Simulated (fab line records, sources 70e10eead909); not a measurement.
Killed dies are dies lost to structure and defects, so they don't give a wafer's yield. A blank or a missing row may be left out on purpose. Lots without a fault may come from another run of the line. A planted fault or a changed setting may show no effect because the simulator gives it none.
Which tool did it? | flow nand_harc | 11 lots, 33 wafers sampled, at 6 steps of a route of 1159

WHAT THE GAUGES READ, wafer by wafer
NHARC_END_SORT_01.
lot  | measured     | on        | killed_at_array | killed_at_other | killed_at_periphery | killed_dies | killed_open | killed_short
L806 | day 20 03:45 | prober-01 | 16 20 17        | 1 3 1           | 10 6 5              | 27 29 23    | 4 4 2       | 3 3 4
L809 | day 20 10:55 | prober-02 | 22 27 31        | 0 0 0           | 9 9 3               | 31 36 34    | 4 4 3       | 3 0 2
L811 | day 20 17:53 | prober-02 | 8 17 18         | 1 0 0           | 2 1 5               | 11 18 23    | 3 3 8       | 0 5 5
L812 | day 21 14:51 | prober-01 | 19 12 13        | 3 0 1           | 4 4 2               | 26 16 16    | 6 5 2       | 4 2 1
L819 | day 23 13:26 | prober-01 | 675 674 675     | 0 0 0           | 2 3 2               | 677 677 677 | 1 4 2       | 1 0 2
L823 | day 24 04:32 | prober-02 | 17 25 21        | 0 0 1           | 9 4 9               | 26 29 31    | 2 5 2       | 6 3 1
L822 | day 24 02:54 | prober-01 | 677 677 677     | 0 0 0           | 0 0 0               | 677 677 677 | 2 1 6       | 3 1 0
L824 | day 24 12:23 | prober-01 | 30 31 32        | 0 0 0           | 1 1 4               | 31 32 36    | 3 3 7       | 4 4 2
L826 | day 24 22:47 | prober-02 | 52 49 42        | 1 2 1           | 6 4 6               | 59 55 49    | 4 6 5       | 1 3 0
L827 | day 24 15:02 | prober-02 | 19 26 27        | 0 0 0           | 7 8 9               | 26 34 36    | 3 3 6       | 4 2 5
L825 | day 25 02:26 | prober-01 | 16 22 16        | 0 0 1           | 6 6 4               | 22 28 21    | 3 6 2       | 3 2 1

WHICH TOOL RAN EACH LOT (tool, then ch and the chambers of the sampled wafers, then the start)
lot  | NHARC_A_CONTACT_CMP_20        | NHARC_A_BLC_ETCH_16                | NHARC_A_BLC_STRIP_29               | NHARC_A_BLC_CVD_24            | NHARC_A_BLC_CMP_25
L806 | cmp-02 ch 1,2,3, day 17 17:33 | rie_diel-04 ch 0,1,3, day 17 18:43 | rie_diel-09 ch 2,3, day 17 19:41   | cvd_w-01 ch 0,1, day 17 20:55 | cmp-02 ch 0,3, day 17 21:14
L809 | cmp-02 ch 0,1,3, day 18 04:44 | rie_diel-13 ch 1,2,3, day 18 05:49 | rie_diel-13 ch 0,1,2, day 18 06:46 | cvd_w-01 ch 0,1, day 18 07:49 | cmp-03 ch 0,1,3, day 18 08:16
L811 | cmp-01 ch 0,2,3, day 18 16:52 | rie_diel-04 ch 0,1,2, day 18 17:55 | rie_diel-13 ch 0,2,3, day 18 18:52 | cvd_w-01 ch 0,1, day 18 20:53 | cmp-03 ch 1,2,3, day 18 21:25
L812 | cmp-04 ch 0,2,3, day 19 16:33 | rie_diel-04 ch 0,1,3, day 19 17:44 | rie_diel-04 ch 1,2,3, day 19 18:42 | cvd_w-02 ch 0, day 19 20:58   | cmp-02 ch 0,2,3, day 19 21:47
L819 | cmp-02 ch 0,1,2, day 21 07:22 | rie_diel-13 ch 0,1,2, day 21 08:34 | rie_diel-13 ch 0,1,2, day 21 09:32 | cvd_w-02 ch 0,1, day 21 19:38 | cmp-03 ch 0,1,3, day 21 20:11
L823 | cmp-04 ch 1,2, day 21 22:02   | rie_diel-13 ch 0,2, day 21 23:14   | rie_diel-04 ch 1,3, day 22 00:12   | cvd_w-02 ch 0,1, day 22 01:21 | cmp-03 ch 0,2,3, day 22 01:44
L822 | cmp-02 ch 1,2,3, day 22 00:23 | rie_diel-04 ch 1,2,3, day 22 01:27 | rie_diel-13 ch 2,3, day 22 02:34   | cvd_w-01 ch 0,1, day 22 03:32 | cmp-04 ch 0,1, day 22 04:07
L824 | cmp-01 ch 2,3, day 22 06:49   | rie_diel-13 ch 0,1,3, day 22 08:00 | rie_diel-13 ch 0,1, day 22 08:58   | cvd_w-02 ch 0,1, day 22 11:56 | cmp-04 ch 0,1,3, day 22 12:22
L826 | cmp-01 ch 0,1,3, day 22 20:05 | rie_diel-13 ch 1,2,3, day 22 21:16 | rie_diel-09 ch 0,1,2, day 22 22:15 | cvd_w-02 ch 0,1, day 22 23:18 | cmp-03 ch 0,2,3, day 22 23:47
L827 | cmp-01 ch 0,2,3, day 22 20:49 | rie_diel-04 ch 1,2, day 22 22:02   | rie_diel-04 ch 1,2,3, day 22 23:11 | cvd_w-02 ch 0,1, day 23 01:08 | cmp-04 ch 0,1,2, day 23 01:40
L825 | cmp-02 ch 0,1,3, day 23 00:50 | rie_diel-04 ch 1,3, day 23 02:01   | rie_diel-04 ch 1,3, day 23 03:08   | cvd_w-02 ch 0,1, day 23 04:20 | cmp-04 ch 2,3, day 23 04:53
- NHARC_A_CONTACT_CMP_20: polishes, t overpolish 30 s, target thk 300 nm.
- NHARC_A_BLC_ETCH_16: etches the open film in CF4, target depth 39 nm, time 65 s.
- NHARC_A_BLC_STRIP_29: strips in CF4.
- NHARC_A_BLC_CVD_24: deposits W, target thk 150 nm, time 434 s.
- NHARC_A_BLC_CMP_25: polishes, t overpolish 30 s, target thk 150 nm.

WHAT THE TOOLS THEMSELVES READ (means of the sampled wafers that have a number; where no wafer has one, the mark that the record gives instead)
NHARC_A_CONTACT_CMP_20.
lot  | tool   | motor_current_A (A) | overpolish_run_s (s) | time_to_endpoint_s (s)
L806 | cmp-02 | 12.1                | 29.999               | 60.7
L809 | cmp-02 | 11.9                | 30.001               | 63.4
L811 | cmp-01 | 12.6                | 29.995               | 62.9
L812 | cmp-04 | 12.9                | 29.999               | 58.6
L819 | cmp-02 | 12.0                | 29.991               | 59.0
L823 | cmp-04 | 13.1                | 30.004               | 60.4
L822 | cmp-02 | 12.2                | 30.005               | 59.2
L824 | cmp-01 | 12.7                | 29.997               | 61.6
L826 | cmp-01 | 12.7                | 29.998               | 59.8
L827 | cmp-01 | 12.3                | 29.997               | 57.9
L825 | cmp-02 | 11.5                | 30.001               | 62.1

NHARC_A_BLC_ETCH_16.
lot  | tool        | drypump_motor_current_A (A) | oes_product_au (a.u.) | rf_vpp_V (V) | showerhead_plenum_p_Torr (Torr) | throttle_valve_pct (%)
L806 | rie_diel-04 | 5.4                         | 0.998                 | 151.4        | 1.73                            | 13.277
L809 | rie_diel-13 | 5.7                         | 0.997                 | 150.9        | 1.76                            | 13.278
L811 | rie_diel-04 | 5.4                         | 0.992                 | 151.2        | 1.79                            | 13.291
L812 | rie_diel-04 | 5.5                         | 1.000                 | 150.6        | 1.73                            | 13.276
L819 | rie_diel-13 | 5.5                         | 1.003                 | 152.5        | 1.76                            | 13.283
L823 | rie_diel-13 | 5.4                         | 0.990                 | 152.6        | 1.72                            | 13.284
L822 | rie_diel-04 | 5.7                         | 1.000                 | 150.5        | 1.75                            | 13.280
L824 | rie_diel-13 | 5.8                         | 0.996                 | 152.4        | 1.80                            | 13.285
L826 | rie_diel-13 | 5.7                         | 0.997                 | 151.6        | 1.76                            | 13.279
L827 | rie_diel-04 | 5.7                         | 0.995                 | 151.0        | 1.81                            | 13.278
L825 | rie_diel-04 | 5.3                         | 1.003                 | 150.9        | 1.73                            | 13.280

NHARC_A_BLC_STRIP_29.
lot  | tool        | drypump_motor_current_A (A) | oes_product_au (a.u.) | rf_vpp_V (V) | showerhead_plenum_p_Torr (Torr) | throttle_valve_pct (%)
L806 | rie_diel-09 | 5.1                         | 0.996                 | 58.9         | 1.79                            | 13.282
L809 | rie_diel-13 | 5.5                         | 0.996                 | 59.2         | 1.76                            | 13.297
L811 | rie_diel-13 | 5.6                         | 1.003                 | 58.7         | 1.77                            | 13.279
L812 | rie_diel-04 | 5.7                         | 0.996                 | 58.9         | 1.75                            | 13.289
L819 | rie_diel-13 | 5.5                         | 1.001                 | 60.3         | 1.76                            | 13.286
L823 | rie_diel-04 | 5.7                         | 1.005                 | 58.4         | 1.69                            | 13.286
L822 | rie_diel-13 | 5.8                         | 0.996                 | 59.6         | 1.76                            | 13.281
L824 | rie_diel-13 | 5.6                         | 0.994                 | 59.2         | 1.80                            | 13.282
L826 | rie_diel-09 | 4.9                         | 0.999                 | 59.1         | 1.73                            | 13.286
L827 | rie_diel-04 | 5.7                         | 0.997                 | 59.8         | 1.75                            | 13.285
L825 | rie_diel-04 | 5.7                         | 0.997                 | 58.7         | 1.69                            | 13.279

NHARC_A_BLC_CVD_24.
lot  | tool     | chamber_pressure_Torr (Torr) | heater_power_outer_w (W) | heater_power_w (W) | mfc_wf6_sccm (sccm) | throttle_valve_pct (%)
L806 | cvd_w-01 | 40.05                        | 252                      | 472                | 40.01               | 7.90
L809 | cvd_w-01 | 39.97                        | 258                      | 473                | 40.11               | 8.04
L811 | cvd_w-01 | 40.07                        | 255                      | 483                | 39.95               | 8.32
L812 | cvd_w-02 | 40.03                        | 271                      | 498                | 39.79               | 7.80
L819 | cvd_w-02 | -                            | -                        | -                  | -                   | -
L823 | cvd_w-02 | 40.00                        | 277                      | 517                | 40.03               | 7.78
L822 | cvd_w-01 | -                            | -                        | -                  | -                   | -
L824 | cvd_w-02 | 39.91                        | 276                      | 509                | 40.09               | 7.94
L826 | cvd_w-02 | 40.01                        | 275                      | 513                | 40.05               | 8.02
L827 | cvd_w-02 | 40.02                        | 278                      | 519                | 39.92               | 7.93
L825 | cvd_w-02 | 40.05                        | 272                      | 509                | 40.10               | 7.81

NHARC_A_BLC_CMP_25.
lot  | tool   | motor_current_A (A) | overpolish_run_s (s) | time_to_endpoint_s (s)
L806 | cmp-02 | 12.8                | 29.998               | 28.5
L809 | cmp-03 | 12.6                | 29.992               | 28.7
L811 | cmp-03 | 12.7                | 29.998               | 32.8
L812 | cmp-02 | 13.0                | 29.997               | 29.3
L819 | cmp-03 | 12.7                | 30.012               | 2.4
L823 | cmp-03 | 12.3                | 30.003               | 30.3
L822 | cmp-04 | 12.2                | 30.016               | 0.9
L824 | cmp-04 | 12.7                | 29.994               | 29.8
L826 | cmp-03 | 12.2                | 30.010               | 30.0
L827 | cmp-04 | 13.0                | 29.999               | 30.7
L825 | cmp-04 | 13.1                | 29.991               | 29.2

THE ANSWER, worked out from the rows above alone
Rule: what is usual is taken from the lots themselves. Put in order of their means at a reading, lots are off if they are a third of the lots or fewer, leave a main group of 4 or more, and stand apart from it by a gap of 3 or more times the standard deviation of the main group's means; of several such gaps the widest counts. A main group whose means are all the same, to the digits that the tables above print for the reading, isn't used. A lot without any number at a reading at which 4 lots or more have one is off too. The other lots that the step has rows for count as sound. The gauges are gone through in route order, then the tools' own readings, and for those a lot's mean is taken as printed above. The first step at which some lot is off is used, and at that step the reading that is off furthest; a lot without a number counts as furthest.
Off: L819, L822, at NHARC_END_SORT_01 (killed_at_array). The main group: mean 24, standard deviation 9.9.
A tool fits if, at a process step before that reading, it ran every lot that is off, and no sound lot after the first of them. The gauges at NHARC_END_SORT_01 aren't tried: what is off there is off at NHARC_A_BLC_CVD_24 too, on other tools, and a gauge's error can't cause that. None of those tried fits.

WHAT THE SIMULATOR HAD PUT IN
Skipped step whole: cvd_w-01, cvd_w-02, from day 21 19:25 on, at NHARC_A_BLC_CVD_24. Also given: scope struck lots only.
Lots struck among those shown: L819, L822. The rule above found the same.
